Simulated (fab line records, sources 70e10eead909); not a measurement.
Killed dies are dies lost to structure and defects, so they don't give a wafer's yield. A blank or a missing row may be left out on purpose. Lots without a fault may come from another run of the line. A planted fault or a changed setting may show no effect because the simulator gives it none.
fab line records | flow nand_harc | part 1 of 2: steps 1 to 27 of 42
record lots=5 wafers=15 last_day=24
route steps=1159 shown P_STI@80 P_GATE@110
lots that met no fault: from a run of the same line without faults
start_h: hours from the record's first day to the start of the lot's first wafer shown | wait_h: hours since the lot's step before | " the same as in the row above | L1.1+2: a row that stands for several wafers | - no value, or no start given | * or withheld: withheld | < > ~ a bound
route shown NAME@n: a module of which the file shows steps, and the number in the route of the first | usual: mean/standard deviation of fault-free wafers | same: alike in all rows | chamber/n: place in a boat | sites: the reading at each site | _std_site: their standard deviation | _edge_site: outer sites' mean less inner sites' | radius_mm: how far each site lies from the wafer's centre | mask NAME#n: copy n | behind: the tool/chamber that last shaped the wafer | hold: why the lot was held/for how many hours/how that ended | device: the transistor (n, p or np) that didn't switch | end of line: the same wafers' tests at the end of the route | a step without rows: its recipe alone | killed: dies lost to structure and defects at the first sort, not the wafer's yield | map: a wafer's dies, x killed, . not, _ none there
set.NAME: the setting as run; set.NAME@STEP: as run at that earlier step | model.NAME: the simulator's own value behind a step, which no gauge read
lots at some steps of the route; a table a step, a row a wafer
services: from which hour (start_h, from the record's first day; less than 0 if before it) a tool's chamber was out of use, for how many hours, and why
## steps
# step NHARC_P_STI_EXPOSE_06
# recipe na=0.55 target_cd_nm=200 dose_mj=37.69 mask_id=P_STI
# columns lot.wafer tool chamber start_h wait_h mask
L076.3+5+6 krf_scanner-03 0 49.97 - P_STI#0
L083.1+2+3 krf_scanner-02 0 91.77 - P_STI#0
L085.1+2+3 krf_scanner-02 0 105.53 - P_STI#0
L087.1+2+6 krf_scanner-02 0 114.74 - P_STI#0
L088.2+3+4 krf_scanner-04 0 118.66 - P_STI#0
# step NHARC_P_STI_PEB_07
# recipe peb_temp_c=128 peb_time_s=80
# usual plate_temp_C=128.02/0.14
# columns lot.wafer tool chamber start_h wait_h plate_temp_C
L076.3 litho_track-07 0 50.03 0.1 128.33
L076.5 " 0 " " 128.14
L076.6 " 0 " " 128.03
L083.1 litho_track-07 0 91.84 0.1 127.97
L083.2 " 0 " " 128.14
L083.3 " 0 " " 127.99
L085.1 litho_track-02 0 105.60 0.1 127.91
L085.2 " 0 " " 127.98
L085.3 " 0 " " 127.86
L087.1 litho_track-07 0 114.81 0.1 127.81
L087.2 " 0 " " 127.91
L087.6 " 0 " " 127.95
L088.2 litho_track-02 0 118.73 0.1 127.95
L088.3 " 0 " " 128.06
L088.4 " 0 " " 128.03
# step NHARC_P_STI_DEVELOP_08
# recipe time_s=50 dev_temp_c=22
# columns lot.wafer tool chamber start_h wait_h
L076.3+5+6 litho_track-07 0 - -
L083.1+2+3 litho_track-07 0 - -
L085.1+2+3 litho_track-02 0 - -
L087.1+2+6 litho_track-07 0 - -
L088.2+3+4 litho_track-02 0 - -
# step NHARC_P_STI_CD_MEAS_09
# recipe target_cd_nm=200 landing_energy_ev=500
# usual cd_nm=201.0/2.2
# columns lot.wafer tool chamber start_h wait_h cd_nm
L076.3 cd_sem-03 0 50.12 - 204.0
L076.5 " 0 " " 205.2
L076.6 " 0 " " 204.4
L083.1 cd_sem-01 0 91.92 - 204.2
L083.2 " 0 " " 201.8
L083.3 " 0 " " 203.7
L085.1 cd_sem-02 0 105.69 - 199.6
L085.2 " 0 " " 204.1
L085.3 " 0 " " 200.9
L087.1 cd_sem-01 0 114.90 - 201.1
L087.2 " 0 " " 196.9
L087.6 " 0 " " 201.8
L088.2 cd_sem-02 0 118.81 - 203.9
L088.3 " 0 " " 201.5
L088.4 " 0 " " 199.4
# step NHARC_P_STI_OVL_MEAS_10
# usual overlay_x_nm=2/4.1 overlay_y_nm=0/4.8
# columns lot.wafer tool chamber start_h wait_h overlay_x_nm overlay_y_nm
L076.3 overlay-01 - 50.20 - 8 3
L076.5 " - " " 7 3
L076.6 " - " " 8 3
L083.1 overlay-01 - 92.01 - 0 -3
L083.2 " - " " 0 -3
L083.3 " - " " 1 -2
L085.1 overlay-02 - 105.78 - -2 -4
L085.2 " - " " -1 -5
L085.3 " - " " -2 -5
L087.1 overlay-01 - 114.99 - 3 6
L087.2 " - " " 4 6
L087.6 " - " " 3 7
L088.2 overlay-02 - 118.90 - 4 -1
L088.3 " - " " 4 0
L088.4 " - " " 4 -1
# step NHARC_P_STI_INSPECT_11
# usual raw_defect_count=5.3/2.7
# columns lot.wafer tool chamber start_h wait_h raw_defect_count
L076.3 defect_inspect-02 - 50.24 0.0 7
L076.5 " - " " 1
L076.6 " - " " 5
L083.1 defect_inspect-02 - 92.05 0.0 2
L083.2 " - " " 4
L083.3 " - " " 2
L085.1 defect_inspect-01 - 105.81 0.0 4
L085.2 " - " " 3
L085.3 " - " " 9
L087.1 defect_inspect-01 - 115.03 0.0 5
L087.2 " - " " 8
L087.6 " - " " 4
L088.2 defect_inspect-01 - 118.94 0.0 4
L088.3 " - " " 3
L088.4 " - " " 7
# step NHARC_P_STI_HARDBAKE_13
# recipe temp_c=118 time_s=65
# usual plate_temp_C=118.04/0.11
# columns lot.wafer tool chamber start_h wait_h plate_temp_C
L076.3 litho_track-02 0 50.30 0.1 117.89
L076.5 " 0 " " 118.09
L076.6 " 0 " " 117.95
L083.1 litho_track-07 0 92.11 0.1 117.96
L083.2 " 0 " " 117.90
L083.3 " 0 " " 118.16
L085.1 litho_track-02 0 105.87 0.1 118.00
L085.2 " 0 " " 118.03
L085.3 " 0 " " 118.15
L087.1 litho_track-02 0 115.09 0.1 117.95
L087.2 " 0 " " 118.01
L087.6 " 0 " " 118.16
L088.2 litho_track-05 0 119.00 0.1 117.86
L088.3 " 0 " " 117.90
L088.4 " 0 " " 117.95
# step NHARC_P_STI_DESCUM_14
# recipe time_s=3 o2_flow_sccm=200 ar_flow_sccm=0 bias_power_w=0 chemistry=O2
# usual drypump_motor_current_A=5.7/0.45 o2_flow_sccm=200.0/0.49 oes_product_au=1.001/0.009 rf_vpp_V=57.9/0.88 showerhead_plenum_p_Torr=1.90/0.06 throttle_valve_pct=11.311/0.0087
# same bias_power_w=0
# columns lot.wafer tool chamber start_h wait_h drypump_motor_current_A o2_flow_sccm oes_product_au rf_hours_counter_h rf_vpp_V showerhead_plenum_p_Torr throttle_valve_pct
L076.3 rie_diel-04 3 50.37 - 5.4 200.6 1.004 3 57.0 1.92 11.306
L076.6 " 3 " " 5.4 199.8 1.004 - 57.0 1.92 11.311
L076.5 " 0 " " 5.2 200.7 0.989 - 57.4 1.80 11.295
L083.3 rie_diel-04 0 92.19 - 5.2 199.1 0.994 4 56.8 1.80 11.315
L083.1 " 1 " " 6.4 199.3 0.992 3 58.8 1.96 11.316
L083.2 " 3 " " 5.5 199.2 0.993 4 57.3 1.92 11.313
L085.2 rie_diel-08 0 105.95 - 5.7 199.9 1.014 10 58.7 1.97 11.300
L085.3 " 1 " " 5.3 200.2 1.004 11 56.8 1.86 11.300
L085.1 " 2 " " 5.6 200.5 1.004 11 57.5 1.92 11.313
L087.2 rie_diel-01 1 115.17 - 6.3 200.3 0.999 5 57.0 1.88 11.317
L087.1 " 2 " " 5.3 199.6 0.983 5 58.4 1.85 11.330
L087.6 " 0 " " 5.1 199.7 1.012 - 57.4 1.94 11.300
L088.3 rie_diel-08 2 119.07 - 5.6 199.9 1.002 12 60.0 1.92 11.316
L088.4 " 3 " " 6.5 200.1 1.005 11 58.7 1.87 11.296
L088.2 " 1 " " 5.3 199.3 1.004 11 58.7 1.86 11.311
# step NHARC_P_STI_ETCH_42
# recipe target_depth_a=800 overetch_a=240 time_s=61 ion_energy_ev=200 n2_flow_sccm=150 h2_flow_sccm=150 ar_flow_sccm=0 rf_w=400 bias_w=150 chemistry=N2/H2
# usual drypump_motor_current_A=5.7/0.45 oes_product_au=1.003/0.0093 rf_vpp_V=430.4/1.9 showerhead_plenum_p_Torr=2.04/0.066 throttle_valve_pct=14.171/0.0084
# columns lot.wafer tool chamber start_h wait_h drypump_motor_current_A oes_product_au rf_hours_counter_h rf_vpp_V showerhead_plenum_p_Torr throttle_valve_pct
L076.3 rie_diel-04 0 50.46 0.1 5.2 1.008 3 427.0 1.91 14.170
L076.5 " 2 " " 5.8 1.022 - 432.9 2.14 14.184
L076.6 " 3 " " 5.4 1.014 - 429.5 2.04 14.173
L083.2 rie_diel-04 2 92.28 0.1 5.8 1.010 4 432.6 2.14 14.172
L083.3 " 3 " " 5.4 1.017 4 430.4 2.04 14.153
L083.1 " 0 " " 5.2 1.009 4 426.7 1.91 14.185
L085.2 rie_diel-08 2 106.05 0.1 5.6 1.010 11 431.6 2.05 14.167
L085.1 " 0 " " 5.7 1.018 10 431.8 2.10 14.171
L085.3 " 1 " " 5.3 0.996 11 428.7 1.98 14.167
L087.2 rie_diel-01 1 115.26 0.1 6.3 1.000 5 429.2 2.00 14.178
L087.1 " 3 " " 5.3 1.006 5 430.1 2.00 14.166
L087.6 " 0 " " 5.2 1.013 - 431.7 2.07 14.163
L088.3 rie_diel-08 3 119.16 0.1 6.5 1.009 11 429.6 1.99 14.186
L088.2 " 1 " " 5.3 1.000 11 428.5 1.98 14.172
L088.4 " 2 " " 5.6 1.002 12 430.4 2.05 14.175
# step NHARC_P_STI_ETCH_31
# recipe target_depth_a=1089 time_s=54.5 cf4_flow_sccm=100 chf3_flow_sccm=30 ar_flow_sccm=0 rf_w=500 bias_w=200 chemistry=CF4/CHF3
# usual drypump_motor_current_A=5.7/0.45 oes_product_au=0.964/0.015 rf_vpp_V=370.4/1.8 showerhead_plenum_p_Torr=1.57/0.046 throttle_valve_pct=16.801/0.0095
# columns lot.wafer tool chamber start_h wait_h drypump_motor_current_A oes_product_au rf_hours_counter_h rf_vpp_V showerhead_plenum_p_Torr throttle_valve_pct
L076.3 rie_diel-04 3 - - 5.5 0.963 3 371.1 1.58 16.798
L076.5 " 3 " " 5.5 0.973 - 371.0 1.58 16.798
L076.6 " 0 " " 5.2 0.964 - 367.2 1.48 16.801
L083.3 rie_diel-04 1 - - 6.3 0.933 3 370.3 1.61 16.808
L083.1 " 3 " " 5.4 0.950 4 371.7 1.58 16.788
L083.2 " 0 " " 5.2 0.950 4 368.0 1.48 16.798
L085.2 rie_diel-08 1 - - 5.3 0.961 11 368.2 1.53 16.800
L085.3 " 2 " " 5.6 0.968 11 371.6 1.58 16.801
L085.1 " 0 " " 5.7 0.985 10 372.0 1.62 16.798
L087.2 rie_diel-01 2 - - 5.2 0.963 5 368.5 1.53 16.799
L087.1 " 1 " " 6.4 0.957 5 369.5 1.55 16.801
L087.6 " 3 " " 5.3 0.977 - 369.7 1.55 16.801
L088.4 rie_diel-08 0 - - 5.7 0.973 11 372.5 1.62 16.806
L088.3 " 1 " " 5.3 0.974 11 369.6 1.53 16.792
L088.2 " 2 " " 5.6 0.950 12 370.6 1.58 16.801
# step NHARC_P_STI_ETCH_15
# recipe target_depth_a=3000 taper_deg=4 time_s=100.1 hbr_flow_sccm=150 cl2_flow_sccm=50 rf_w=400 icp_w=400 bias_w=100 chemistry=HBr/Cl2
# usual drypump_motor_current_A=5.6/0.56 oes_product_au=1.003/0.0089 throttle_valve_pct=26.406/0.0092
# columns lot.wafer tool chamber start_h wait_h drypump_motor_current_A oes_product_au rf_hours_counter_h throttle_valve_pct
L076.3 rie_si-02 2 50.64 - 6.1 1.018 0.1 26.414
L076.5 " 2 " " 6.1 1.009 - 26.412
L076.6 " 3 " " 5.0 0.995 - 26.407
L083.1 rie_si-02 2 92.48 - 6.1 1.002 0.3 26.416
L083.2 " 3 " " 5.0 0.988 0.3 26.401
L083.3 " 0 " " 5.2 0.994 0.3 26.412
L085.3 rie_si-01 2 106.26 - 5.0 0.987 1.3 26.405
L085.2 " 0 " " 5.5 1.002 1.2 26.401
L085.1 " 1 " " 6.4 1.020 1.2 26.413
L087.1 rie_si-06 1 115.44 - 5.1 1.012 0.8 26.398
L087.2 " 3 " " 5.4 1.013 0.6 26.389
L087.6 " 2 " " 6.1 1.008 - 26.402
L088.2 rie_si-01 0 119.35 - 5.5 0.994 1.3 26.410
L088.3 " 2 " " 5.0 0.995 1.4 26.396
L088.4 " 3 " " 4.9 0.999 1.4 26.406
# step NHARC_P_STI_CD_MEAS_16
# usual cd_nm=200.5/2.3
# columns lot.wafer tool chamber start_h wait_h cd_nm
L076.3 cd_sem-03 - 50.81 - 203.5
L076.5 " - " " 204.7
L076.6 " - " " 204.5
L083.1 cd_sem-01 - 92.62 - 203.3
L083.2 " - " " 202.1
L083.3 " - " " 203.4
L085.1 cd_sem-02 - 106.42 - 200.8
L085.2 " - " " 204.8
L085.3 " - " " 200.1
L087.1 cd_sem-02 - 115.61 - 201.4
L087.2 " - " " 197.5
L087.6 " - " " 201.3
L088.2 cd_sem-02 - 119.53 - 202.5
L088.3 " - " " 200.8
L088.4 " - " " 199.3
# step NHARC_P_STI_OCD_MEAS_17
# usual trench_depth_nm=302/3.4 trench_foot_cd_nm=158.7/2.3
# columns lot.wafer tool chamber start_h wait_h trench_depth_nm trench_foot_cd_nm
L076.3 ocd-01 - 50.91 0.1 307 160.7
L076.5 " - " " 305 162.9
L076.6 " - " " 301 163.1
L083.1 ocd-01 - 92.71 0.1 303 161.4
L083.2 " - " " 297 160.8
L083.3 " - " " 298 162.3
L085.1 ocd-02 - 106.51 0.1 306 157.1
L085.2 " - " " 300 162.1
L085.3 " - " " 301 158.5
L087.1 ocd-01 - 115.69 0.1 306 158.7
L087.2 " - " " 304 154.3
L087.6 " - " " 305 159.4
L088.2 ocd-01 - 119.61 0.1 299 161.9
L088.3 " - " " 299 160.3
L088.4 " - " " 303 157.2
# step NHARC_P_STI_STRIP_19
# recipe time_s=900 temp_c=130 chemistry=SPM
# columns lot.wafer tool chamber start_h wait_h
L076.6+5+3 wet_bench-02 4,5,7 50.99 0.1
L083.2+1+3 wet_bench-02 4,7,0 92.76 0.1
L085.3+2+1 wet_bench-02 2,3,5 106.58 0.1
L087.2+6+1 wet_bench-02 4,0,1 115.75 0.1
L088.4+3+2 wet_bench-02 7,3,4 119.67 0.0
# step NHARC_P_STI_PRECLEAN_32
# recipe time_s=* temp_c=50 bath_age_min=0 chemistry=SC1
# columns lot.wafer tool chamber start_h wait_h
L076.6+5+3 wet_bench-02 4,5,7 - -
L083.2+1+3 wet_bench-02 4,7,0 - -
L085.3+2+1 wet_bench-02 2,3,5 - -
L087.2+6+1 wet_bench-02 4,0,1 - -
L088.4+3+2 wet_bench-02 7,3,4 - -
# step NHARC_P_STI_SRD_23
# columns lot.wafer tool chamber start_h wait_h
L076.6+5+3 wet_bench-02 4,5,7 - -
L083.2+1+3 wet_bench-02 4,7,0 - -
L085.3+2+1 wet_bench-02 2,3,5 - -
L087.2+6+1 wet_bench-02 4,0,1 - -
L088.4+3+2 wet_bench-02 7,3,4 - -
# step NHARC_P_STI_OCD_MEAS_43
# usual trench_depth_nm=302/3.5 trench_foot_cd_nm=158.7/2.2
# columns lot.wafer tool chamber start_h wait_h trench_depth_nm trench_foot_cd_nm
L076.3 ocd-02 - 51.43 - 306 160.6
L076.5 " - " " 305 162.8
L076.6 " - " " 301 162.7
L083.1 ocd-01 - 93.22 - 303 161.8
L083.2 " - " " 297 160.2
L083.3 " - " " 298 162.1
L085.1 ocd-02 - 107.02 - 306 157.1
L085.2 " - " " 299 162.6
L085.3 " - " " 301 158.6
L087.1 ocd-02 - 116.20 - 306 158.6
L087.2 " - " " 304 154.8
L087.6 " - " " 305 159.3
L088.2 ocd-02 - 120.12 - 299 161.5
L088.3 " - " " 299 160.5
L088.4 " - " " 304 157.1
# step NHARC_P_STI_OXIDE_33
# recipe target_thk_a=100 temp_c=1000 ox_time_s=281 material=SiO2
# usual tube_center_temp_C=1000/0.084 zone_power_bottom_pct=35.2/1.4
# same ox_time_s=281
# columns lot.wafer tool chamber start_h wait_h tube_center_temp_C zone_power_bottom_pct
L076.3 furnace-03 0 56.06 4.6 999.93 34.7
L076.5 " 0 " " 1000 34.0
L076.6 " 0 " " 999.91 34.6
L083.1 furnace-06 0 96.93 3.7 999.97 34.6
L083.2 " 0 " " 1000.2 34.5
L083.3 " 0 " " 1000.1 34.5
L085.1 furnace-07 0 110.67 3.6 1000 37.5
L085.2 " 0 " " 1000 38.6
L085.3 " 0 " " 999.83 37.8
L087.1 furnace-06 0 119.91 3.7 1000 34.9
L087.2 " 0 " " 1000.2 34.1
L087.6 " 0 " " 1000 34.3
L088.2 furnace-07 0 123.77 3.6 999.93 37.4
L088.3 " 0 " " 999.99 38.4
L088.4 " 0 " " 1000 38.8
# step NHARC_P_STI_HDPCVD_20
# recipe target_thk_a=withheld sigma_open_frac=withheld material=SiO2
# columns lot.wafer tool chamber start_h wait_h
L076.3+5+6 hdpcvd-01 1,0,1 61.42 1.1
L083.2+1+3 hdpcvd-01 1,0,0 101.73 0.4
L085.2+1+3 hdpcvd-01 0,1,0 124.49 9.5
L087.2+1+6 hdpcvd-01 1,0,0 124.97 0.7
L088.2+4+3 hdpcvd-01 0,0,1 128.47 0.4
# step NHARC_P_STI_ANNEAL_34
# recipe temp_c=1000 time_s=1800
# usual tube_center_temp_C=1000/0.092 zone_power_bottom_pct=36.7/1.8
# columns lot.wafer tool chamber start_h wait_h tube_center_temp_C zone_power_bottom_pct
L076.3 furnace-07 0 67.20 5.7 1000.2 37.9
L076.5 " 0 " " 1000.1 37.6
L076.6 " 0 " " 999.92 38.1
L083.1 furnace-07 0 105.94 4.0 1000.1 38.4
L083.2 " 0 " " 1000.1 37.4
L083.3 " 0 " " 999.81 38.3
L085.1 furnace-06 0 129.36 4.7 999.98 34.1
L085.2 " 0 " " 1000 34.8
L085.3 " 0 " " 1000 33.9
L087.1 furnace-06 0 129.36 4.2 1000 34.5
L087.2 " 0 " " 999.96 34.7
L087.6 " 0 " " 999.98 34.5
L088.2 furnace-06 0 129.36 0.8 999.89 34.6
L088.3 " 0 " " 1000.1 34.8
L088.4 " 0 " " 1000.1 34.8
# step NHARC_P_STI_CMP_21
# recipe t_overpolish_s=20 target_thk_nm=380.67
# usual motor_current_A=11.9/1.1 overpolish_run_s=19.998/0.0096 slurry_flow_ml_min=150.1/0.49
# columns lot.wafer tool chamber start_h wait_h motor_current_A overpolish_run_s slurry_flow_ml_min
L076.3 cmp-04 0 72.16 0.4 13.2 20.007 151.0
L076.6 " 2 " " 10.7 20.004 149.7
L076.5 " 3 " " 12.6 20.007 150.2
L083.1 cmp-01 1 110.84 0.4 11.4 19.989 150.1
L083.2 " 2 " " 12.3 20.005 149.6
L083.3 " 3 " " 11.8 19.990 149.5
L085.1 cmp-01 2 134.33 0.4 13.2 19.992 150.1
L085.2 " 3 " " 11.0 19.997 149.7
L085.3 " 0 " " 12.7 20.010 149.6
L088.4 cmp-02 3 134.45 0.5 13.0 20.001 149.9
L088.3 " 1 " " 13.0 20.013 150.7
L088.2 " 2 " " 11.4 20.012 149.9
L087.1 cmp-01 0 134.48 0.5 12.2 20.006 150.3
L087.2 " 1 " " 12.5 20.001 149.5
L087.6 " 0 " " 12.9 19.998 149.7
# step NHARC_P_STI_SRD_35
# columns lot.wafer tool chamber start_h wait_h
L076.6+5+3 wet_bench-06 3,5,6 72.42 0.0
L083.1+2+3 wet_bench-06 7,1,2 111.12 0.0
L085.3+1+2 wet_bench-02 1,2,3 134.62 0.1
L087.6+2+1 wet_bench-02 3,4,7 134.76 0.0
L088.2+4+3 wet_bench-05 4,5,7 134.76 0.0
# step NHARC_P_STI_ETCH_36
# recipe target_depth_a=388 chemistry=dHF material=SiO2
# columns lot.wafer tool chamber start_h wait_h
L076.6+5+3 wet_bench-06 3,5,6 72.44 0.0
L083.1+2+3 wet_bench-06 7,1,2 111.14 0.0
L085.3+1+2 wet_bench-02 1,2,3 134.63 0.0
L087.6+2+1 wet_bench-02 3,4,7 134.78 0.0
L088.2+4+3 wet_bench-05 4,5,7 134.78 0.0
# step NHARC_P_STI_STRIP_24
# recipe temp_c=160 chemistry=H3PO4 material=Si3N4
# columns lot.wafer tool chamber start_h wait_h
L076.6+5+3 wet_bench-06 3,5,6 72.45 0.0
L083.1+2+3 wet_bench-06 7,1,2 111.16 0.0
L085.3+1+2 wet_bench-02 1,2,3 134.66 0.0
L087.6+2+1 wet_bench-02 3,4,7 134.79 0.0
L088.2+4+3 wet_bench-05 4,5,7 134.80 0.0
# step NHARC_P_STI_ETCH_37
# recipe target_depth_a=110 chemistry=dHF material=SiO2
# columns lot.wafer tool chamber start_h wait_h
L076.6+5+3 wet_bench-06 3,5,6 - -
L083.1+2+3 wet_bench-06 7,1,2 - -
L085.3+1+2 wet_bench-02 1,2,3 - -
L087.6+2+1 wet_bench-02 3,4,7 - -
L088.2+4+3 wet_bench-05 4,5,7 - -
# step NHARC_P_STI_PRECLEAN_38
# recipe time_s=* temp_c=50 bath_age_min=0 chemistry=SC1
# columns lot.wafer tool chamber start_h wait_h
L076.6+5+3 wet_bench-06 3,5,6 - -
L083.1+2+3 wet_bench-06 7,1,2 - -
L085.3+1+2 wet_bench-02 1,2,3 - -
L088.2+4+3 wet_bench-05 4,5,7 - -
L087.6+2+1 wet_bench-02 3,4,7 - -
# step NHARC_P_STI_SRD_39
# columns lot.wafer tool chamber start_h wait_h
L076.6+5+3 wet_bench-06 3,5,6 - -
L083.1+2+3 wet_bench-06 7,1,2 - -
L085.3+1+2 wet_bench-02 1,2,3 - -
L088.2+4+3 wet_bench-05 4,5,7 - -
L087.6+2+1 wet_bench-02 3,4,7 - -
